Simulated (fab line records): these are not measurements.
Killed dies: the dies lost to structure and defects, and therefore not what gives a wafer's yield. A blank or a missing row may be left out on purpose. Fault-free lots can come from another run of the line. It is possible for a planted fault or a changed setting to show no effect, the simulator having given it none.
Matching of chambers -- flow nand_harc -- NHARC_A_M0_DEP_32 on pecvd-02 has 3 sister chambers
The step deposits SiCN, target thk 30 nm. 6 wafers are shown with their chamber, then 7 later ones without.

WAFERS, EACH WITH ITS CHAMBER
wafer,chamber,heater_power_w (W)
L637.5,0,740
L634.3,1,561
L634.4,0,678
L634.5,2,712
L638.1,2,719
L638.2,1,595

WAFERS WHOSE CHAMBER IS MISSING
wafer,heater_power_w (W)
L638.5,586
L647.1,598
L647.2,726
L647.5,678
L655.2,658
L655.3,605
L655.6,669

WHICH CHAMBER EACH ONE RAN IN
wafer,from the rows above,in truth
L638.5,1,1
L647.1,1,1
L647.2,can't be placed: 2 or 0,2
L647.5,can't be placed: 0 or 2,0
L655.2,can't be placed: 0 or 2 or 1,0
L655.3,1,1
L655.6,can't be placed: 0 or 2 or 1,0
Placed correctly: 3 of 7. Not placeable from these rows: 4 (in 4, the candidates include the true chamber). Number placed wrongly: 0.
How it was worked out, from the rows above alone: a wafer's distance from a chamber is the root of the sum, over the readings, of the square of ((its reading less the chamber's mean) divided by the reading's scatter). The wafer belongs to the nearest chamber; if the next one is less than 2 further off, it can't be placed. A chamber's mean is the mean of its shown wafers. The scatter: the root of (the sum of the squares of (reading less its chamber's mean) over the shown wafers, divided by (wafers less chambers)).
